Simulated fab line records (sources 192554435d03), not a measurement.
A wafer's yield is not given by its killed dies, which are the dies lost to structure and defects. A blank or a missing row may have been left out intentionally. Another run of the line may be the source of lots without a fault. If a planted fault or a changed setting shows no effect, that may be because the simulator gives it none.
fab line records	flow n5Finfet
record lots=6	wafers=18	lastDay=17
route steps=1938 shown BEOL_M8@1385 PASSIVATION@1936
lots that met no fault: from a run of the same line without faults
startH: start of the lot's first displayed wafer, in hours after the record's first day	waitH: how many hours have passed since the lot's step before this one	" same as the row above	L1.1+2: a single row standing in for several wafers	- no value, or no start given	* or withheld: withheld	< > ~ a bound
route shown NAME@n: names a module that has steps shown in the file, with the first one's number in the route	usual: average and standard deviation across the fault-free wafers	same: alike in all rows	chamber/n: place in a boat	sites: readings site by site	_std_site: the values' standard deviation	_edge_site: mean of outer sites minus mean of inner sites	radiusMm: for every site, how far away it sits from the centre of the wafer	mask NAME#n: copy n	behind: the most recent tool/chamber to have shaped the wafer	hold: cause of the lot's hold/its duration in hours/its outcome	device: transistor that didn't switch, given as n, p or np	end of line: tests of these same wafers at the route's end	for a step that has no rows: nothing shown but its recipe	killed: at the first sort, the dies lost to defects and structure; wafer yield is something else	map: shows each die of a wafer: x if killed, . if not, _ if none is there
set.NAME: the setting the step ran with; set.NAME@STEP: the setting that earlier step ran with	model.NAME: the simulator's own value behind a step, which no gauge read
lots seen at some steps along the route; tables by step, rows by wafer
services: a tool's chamber out of use, with start hour (startH, from the record's first day; less than 0 if before it), hours out, and reason
## steps
# step N5_BEOL_M8_CD_MEAS_35
# recipe targetCdNm=40	polarity=opening
# usual cdNm=39.6/0.95
lot.wafer	tool	chamber	startH	waitH	cdNm
L931.1	cdSem-02	-	230.88	0.0	40.6
L931.3	"	-	"	"	41.7
L931.4	"	-	"	"	40.7
L933.2	cdSem-03	-	241.21	0.0	38.3
L933.4	"	-	"	"	38.0
L933.5	"	-	"	"	38.0
L935.1	cdSem-02	-	255.63	0.0	38.2
L935.2	"	-	"	"	38.7
L935.6	"	-	"	"	38.9
L938.1	cdSem-02	-	269.01	0.0	38.8
L938.5	"	-	"	"	39.2
L938.6	"	-	"	"	39.1
L949.3	cdSem-01	-	332.85	0.0	40.3
L949.4	"	-	"	"	41.2
L949.6	"	-	"	"	40.7
L948.1	cdSem-03	-	333.66	0.0	39.4
L948.2	"	-	"	"	38.9
L948.6	"	-	"	"	39.9
# step N5_BEOL_M8_CURE_75
# recipe tempC=370	timeS=120	ambient=DMADMS/He	material=SiCOH_lowk
# usual lampPowerPct=52.32/0.046	wafer_temp_C_max=371.6/0.61
lot.wafer	tool	chamber	startH	waitH	lampPowerPct	wafer_temp_C_max
L931.1	uvCure-02	2	230.92	0.0	52.34	371.1
L931.3	"	2	"	"	52.25	371.0
L931.4	"	2	"	"	52.30	371.3
L933.2	uvCure-03	2	241.30	0.1	52.37	372.4
L933.4	"	2	"	"	52.31	372.4
L933.5	"	2	"	"	52.30	372.5
L935.1	uvCure-03	2	256.07	0.4	52.29	373.4
L935.2	"	2	"	"	52.36	372.9
L935.6	"	2	"	"	52.32	371.6
L938.1	uvCure-03	2	269.06	0.0	52.34	372.2
L938.5	"	2	"	"	52.24	372.3
L938.6	"	2	"	"	52.32	372.8
L949.3	uvCure-01	1	332.99	0.1	52.27	372.1
L949.4	"	1	"	"	52.31	372.1
L949.6	"	1	"	"	52.25	372.6
L948.1	uvCure-01	0	333.70	0.0	52.39	371.2
L948.2	"	0	"	"	52.35	371.6
L948.6	"	0	"	"	52.34	371.5
# step N5_BEOL_M8_DEGAS_44
# recipe ambient=vacuum	tempC=250	timeS=60
# step N5_BEOL_M8_PRE_CLEAN_45
# recipe gas=H2/He	timeS=30	tempC=250
# usual heaterPowerW=370/27
lot.wafer	tool	chamber	startH	waitH	heaterPowerW
L931.1	pvdSputter-03	-	231.28	0.0	350
L931.3	"	-	"	"	381
L931.4	"	-	"	"	330
L933.2	pvdSputter-02	-	241.64	0.0	340
L933.4	"	-	"	"	352
L933.5	"	-	"	"	348
L935.1	pvdSputter-02	-	256.54	0.0	350
L935.2	"	-	"	"	339
L935.6	"	-	"	"	335
L938.1	pvdSputter-01	-	269.46	0.0	404
L938.5	"	-	"	"	411
L938.6	"	-	"	"	398
L949.3	pvdSputter-03	-	333.63	0.0	390
L949.4	"	-	"	"	340
L949.6	"	-	"	"	380
L948.1	pvdSputter-03	-	335.11	0.0	403
L948.2	"	-	"	"	367
L948.6	"	-	"	"	330
# step N5_BEOL_M8_ALD_77
# recipe material=TaN	targetThkA=20	tempC=275	aldPrecursorFamily=PDMAT	aldCoReactant=NH3	pressureTorr=3	carrierFlowSccm=1500	pulseTimeS=2	purgeTimeS=3	coReactantPurgeTimeS=2	coReactantPulseTimeS=3	aldCycles=40	precursorVesselTempC=75	precursorVesselPressureTorr=26.25	precursorVesselCarrierSccm=1000
# usual heaterPowerW=421/39
# same pulseTimeS=2	purgeTimeS=3
lot.wafer	tool	chamber	startH	waitH	heaterPowerW
L931.1	aldMetal-03	1	231.57	0.3	422
L931.3	"	0	"	"	404
L931.4	"	1	"	"	419
L933.2	aldMetal-03	3	241.70	0.0	397
L933.4	"	1	"	"	433
L933.5	"	3	"	"	403
L935.1	aldMetal-03	0	256.70	0.1	392
L935.2	"	3	"	"	402
L935.6	"	0	"	"	396
L938.1	aldMetal-03	1	269.52	0.0	419
L938.5	"	3	"	"	392
L938.6	"	1	"	"	433
L949.3	aldMetal-03	0	333.74	0.1	397
L949.4	"	3	"	"	407
L949.6	"	0	"	"	393
L948.1	aldMetal-02	3	335.17	0.0	364
L948.2	"	2	"	"	394
L948.6	"	1	"	"	445
# step N5_BEOL_M8_SURFACE_TREAT_79
# recipe gas=Ar	timeS=*	ionEnergyEv=*	ionCurrentMaCm2=0.5	pressureMtorr=*	arFlowSccm=30
# usual throttleValvePct=*
lot.wafer	tool	chamber	startH	waitH	throttleValvePct
L931.1	pvdSputter-02	-	232.90	1.2	*
L931.3	"	-	"	"	*
L931.4	"	-	"	"	*
L933.2	pvdSputter-03	-	242.04	0.2	*
L933.4	"	-	"	"	*
L933.5	"	-	"	"	*
L935.1	pvdSputter-02	-	257.14	0.3	*
L935.2	"	-	"	"	*
L935.6	"	-	"	"	*
L938.1	pvdSputter-03	-	269.82	0.2	*
L938.5	"	-	"	"	*
L938.6	"	-	"	"	*
L949.3	pvdSputter-03	-	334.07	0.2	*
L949.4	"	-	"	"	*
L949.6	"	-	"	"	*
L948.1	pvdSputter-03	-	335.67	0.4	*
L948.2	"	-	"	"	*
L948.6	"	-	"	"	*
# step N5_BEOL_M8_CVD_78
# recipe material=Co	targetThkA=20	tempC=withheld	precursor=CCTBA/H2	pressureTorr=30	timeS=142.3
# step N5_BEOL_M8_SPUTTER_48
# recipe material=Cu	targetThkA=100	tempC=-20	biasV=60	powerW=26000	chamberPressurePa=0.13	timeS=1.667
# step N5_BEOL_M8_ECD_50
# recipe material=Cu	targetThkA=3000
# step N5_BEOL_M8_ANNEAL_51
# recipe tempC=225	timeS=90	ambient=N2
# usual annealTempC=224.98/0.17	wafer_temp_C_max=226.2/0.49
lot.wafer	tool	chamber	startH	waitH	annealTempC	wafer_temp_C_max
L931.1	rtpAnneal-01	0	233.37	0.1	224.89	225.6
L931.3	"	0	"	"	225.00	225.6
L931.4	"	0	"	"	225.24	225.8
L933.2	rtpAnneal-01	0	243.13	0.8	224.93	225.7
L933.4	"	0	"	"	224.77	226.1
L933.5	"	0	"	"	224.90	225.9
L935.1	rtpAnneal-02	0	257.86	0.3	225.36	226.5
L935.2	"	0	"	"	225.16	227.0
L935.6	"	0	"	"	225.00	226.7
L938.1	rtpAnneal-02	0	270.53	0.4	225.31	226.4
L938.5	"	0	"	"	225.25	227.3
L938.6	"	0	"	"	225.19	226.8
L949.3	rtpAnneal-01	0	334.87	0.1	225.10	225.8
L949.4	"	0	"	"	225.05	225.9
L949.6	"	0	"	"	224.98	225.9
L948.1	rtpAnneal-01	0	336.21	0.2	224.74	225.6
L948.2	"	0	"	"	224.83	226.0
L948.6	"	0	"	"	224.82	225.9
# step N5_BEOL_M8_CMP_52
# recipe stopOn=SiCOH_lowk	tOverpolishS=6.9	downForcePsi=1	platenRpm=50	clearingPlatenDownForcePsi=1.5	clearingPlatenRpm=50	postCmpClean=cuAlkaline	targetThkNm=80	clearingPlatenPadVelocityMS=0.99484	padVelocityMS=0.99484
# step N5_BEOL_M8_THK_MEAS_53
# recipe thkMeasGauge=xrf	reads=Cu_of_BEOL_M8_ECD_50
# usual M8_THK=79.5/2.5
lot.wafer	tool	chamber	startH	waitH	M8_THK[nm]
L931.1	filmMetro-02	-	233.96	-	84.6
L931.3	"	-	"	"	85.4
L931.4	"	-	"	"	80.8
L933.2	filmMetro-01	-	243.68	-	81.0
L933.4	"	-	"	"	82.0
L933.5	"	-	"	"	84.4
L935.1	filmMetro-01	-	258.83	-	80.3
L935.2	"	-	"	"	76.6
L935.6	"	-	"	"	77.8
L938.1	filmMetro-02	-	271.14	-	79.4
L938.5	"	-	"	"	80.2
L938.6	"	-	"	"	76.2
L949.3	filmMetro-02	-	335.38	-	77.7
L949.4	"	-	"	"	79.5
L949.6	"	-	"	"	82.4
L948.1	filmMetro-02	-	336.80	-	79.1
L948.2	"	-	"	"	77.2
L948.6	"	-	"	"	80.5
# step N5_BEOL_M8_PRE_CLEAN_55
# recipe gas=NH3	timeS=15	tempC=withheld	rfPowerW=300
# usual rfFwdPowerW=294.9/1.5
lot.wafer	tool	chamber	startH	waitH	rfFwdPowerW
L931.1	pecvd-02	0	234.00	0.0	293.8
L931.3	"	2	"	"	293.7
L931.4	"	2	"	"	295.5
L933.2	pecvd-01	0	243.72	0.0	323.4
L933.4	"	0	"	"	321.9
L933.5	"	1	"	"	325.6
L935.1	pecvd-02	1	258.86	0.0	295.5
L935.2	"	0	"	"	293.5
L935.6	"	2	"	"	295.8
L938.1	pecvd-01	1	271.18	0.0	325.6
L938.5	"	2	"	"	322.4
L938.6	"	0	"	"	322.9
L949.3	pecvd-03	1	335.41	0.0	295.3
L949.4	"	1	"	"	295.3
L949.6	"	2	"	"	293.6
L948.1	pecvd-01	1	336.84	0.0	293.1
L948.2	"	2	"	"	291.7
L948.6	"	0	"	"	293.7
# step N5_BEOL_M8_DEP_56
# recipe material=SiCN	targetThkA=100	tempC=withheld	precursor=3MS/NH3	pressureTorr=3	rfW=202	timeS=17.5
# step N5_PASSIVATION_PROBE_49
# usual defectLimitedYield=91.3/1.4	killed_at_M0_to_M3=33/9.9	killed_at_M4_up=15/5.6	killedAtContacts=13/5.7	killedAtFrontEnd=38/12	killedAtOther=4/3.1	killedDies=103/17	killedOpen=66/13	killedShort=32/7.8	sort_bin_5_function=5.1/0.95	sort_bin_6_memory=3.2/0.68	sortNPass=1077/17	sortYieldPct=91.3/1.5
# same grossDies=1180	killedAtBackSide=0	sort_bin_4_leakage[%]=0	sort_bin_8_speed[%]=0
lot.wafer	tool	chamber	startH	waitH	defectLimitedYield[%]	killed_at_M0_to_M3	killed_at_M4_up	killedAtContacts	killedAtFrontEnd	killedAtOther	killedDies	killedOpen	killedShort	sort_bin_5_function[%]	sort_bin_6_memory[%]	sortNPass	sortYieldPct[%]
L931.1	prober-02	-	299.44	0.0	90.1	49	16	13	37	2	117	74	40	6.0	3.9	1063	90.1
L931.3	prober-02	-	299.54	0.1	92.8	36	10	6	31	2	85	63	21	4.8	1.8	1095	92.8
L931.4	prober-02	-	299.59	0.2	91.0	41	18	11	33	3	106	73	33	5.3	3.3	1074	91.0
L933.2	prober-01	-	305.38	0.1	89.8	33	12	18	49	8	120	84	35	6.4	3.5	1060	89.8
L933.4	prober-01	-	305.48	0.2	89.1	26	14	31	55	3	129	88	38	6.0	4.4	1051	89.1
L933.5	prober-01	-	305.53	0.2	87.5	32	10	14	71	20	147	69	46	7.1	3.9	1033	87.5
L938.1	prober-01	-	340.32	0.0	90.0	50	15	7	42	4	118	60	51	5.8	3.6	1062	90.0
L938.5	prober-01	-	340.52	0.2	93.3	32	16	11	18	2	79	51	24	3.6	2.9	1101	93.3
L938.6	prober-01	-	340.57	0.3	91.6	37	26	11	24	1	99	70	24	5.3	2.9	1081	91.6
# killed by level:class
L931.1 FIN_SAQP:geometricParticle:short=15 BEOL_M0_SAQP:geometricParticle:open=13 MOL_CONTACT_COAG:geometricParticle:open=12 BEOL_M0_SAQP:geometricParticle:short=10 BEOL_M2:geometricParticle:open=7 BEOL_M3:geometricParticle:open=7 BEOL_M1:geometricParticle:open=5 BEOL_M4:geometricParticle:open=5
L931.3 BEOL_M2:geometricParticle:open=10 BEOL_M3:geometricParticle:open=9 BEOL_M1:geometricParticle:open=7 STI_FIN_REVEAL:geometricParticle:open=5 BEOL_M4:geometricParticle:open=5 FIN_SAQP:geometricParticle:open=4 DUMMY_GATE:geometricParticle:open=4 ILD0:geometricParticle:short=4
L931.4 BEOL_M0_SAQP:geometricParticle:open=11 FIN_SAQP:geometricParticle:short=10 BEOL_M5:geometricParticle:open=10 MOL_CONTACT_COAG:geometricParticle:open=9 BEOL_M2:geometricParticle:open=8 DUMMY_GATE:geometricParticle:open=7 BEOL_M1:geometricParticle:open=7 FIN_SAQP:geometricParticle:open=4
L933.2 MOL_CONTACT_COAG:geometricParticle:open=14 STI_FIN_REVEAL:geometricParticle:open=13 FIN_SAQP:geometricParticle:short=9 FIN_SAQP:geometricParticle:open=7 BEOL_M0_SAQP:geometricParticle:open=7 BEOL_M0_SAQP:geometricParticle:short=7 BEOL_M1:geometricParticle:open=6 BEOL_M3:geometricParticle:open=6
L933.4 MOL_CONTACT_COAG:geometricParticle:open=26 FIN_SAQP:geometricParticle:open=7 STI_FIN_REVEAL:geometricParticle:open=7 DUMMY_GATE:geometricParticle:open=7 BEOL_M0_SAQP:geometricParticle:open=6 BEOL_M1:geometricParticle:open=6 FIN_SAQP:geometricParticle:short=5 GATE_CUT:geometricParticle:short=5
L933.5 FIN_SAQP:geometricParticle:short=20 PASSIVATION:areaEtch=18 HKMG_FIN:areaEtch=14 MOL_CONTACT_COAG:geometricParticle:open=10 DUMMY_GATE:geometricParticle:open=10 FIN_SAQP:geometricParticle:open=9 BEOL_M3:geometricParticle:open=9 BEOL_M0_SAQP:geometricParticle:short=7
L938.1 BEOL_M3:geometricParticle:open=10 FIN_SAQP:geometricParticle:short=9 BEOL_M2:geometricParticle:open=9 BEOL_M0_SAQP:geometricParticle:short=6 STI_FIN_REVEAL:geometricParticle:open=5 BEOL_M0_SAQP:geometricParticle:open=5 BEOL_M1:geometricParticle:open=5 STARTING-WAFER:geometricParticle:short=5
L938.5 MOL_CONTACT_COAG:geometricParticle:open=10 STI_FIN_REVEAL:geometricParticle:open=9 BEOL_M0_SAQP:geometricParticle:short=9 BEOL_M0_SAQP:geometricParticle:open=6 BEOL_M4:geometricParticle:open=4 BEOL_M5:geometricParticle:open=4 FIN_SAQP:geometricParticle:short=3 BEOL_M0:geometricParticle:open=3
L938.6 BEOL_M4:geometricParticle:open=12 STI_FIN_REVEAL:geometricParticle:open=10 MOL_CONTACT_COAG:geometricParticle:open=9 BEOL_M3:geometricParticle:open=9 BEOL_M0_SAQP:geometricParticle:short=6 BEOL_M2:geometricParticle:open=6 BEOL_M5:geometricParticle:open=5 FIN_SAQP:geometricParticle:open=4
## services
tool	chamber	startH	hours	kind
aldMetal-03	2	207.00	205.9	repair
uvCure-01	-	211.36	3.4	pm
pecvd-01	-	216.10	0.8	repair
pvdSputter-03	-	216.20	4.0	repair
aldMetal-02	1	222.16	4.1	repair
uvCure-03	-	245.83	0.7	repair
aldMetal-02	3	251.42	-	calibration
uvCure-02	-	251.43	5.2	repair
pecvd-01	2	263.32	2.1	scheduledDown
uvCure-03	-	266.58	0.9	repair
pecvd-01	2	272.76	7.5	repair
pecvd-03	1	281.86	19.3	repair
aldMetal-03	-	289.12	8.7	pm
aldMetal-02	0	293.00	16.3	repair
aldMetal-03	-	301.30	0.4	repair
pecvd-01	2	310.46	16.5	scheduledDown
pecvd-01	-	316.00	14.6	pm
## key
firstSign step=N5_BEOL_M8_PRE_CLEAN_55	reading=rfFwdPowerW	direction=up	sigmas=19	usual=*	struck=*
effect none on later readings
metAt N5_BEOL_M8_PRE_CLEAN_55
struckWafers L933.2,L933.4,L933.5,L938.1,L938.5,L938.6
baselineLoss step=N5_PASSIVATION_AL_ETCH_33	wafers=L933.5
fault kind=processParameterDrift	tool=pecvd-01	chamber=-	onsetH=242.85	steps=N5_BEOL_M8_PRE_CLEAN_55	channel=rfPowerW	offset=*	shape=step	endH=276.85	actsIn=*	stated=*
# baselineLoss: these wafers lose ten dies or more at that step, a loss of the line's own and not of a fault; the sort's usual values leave them out
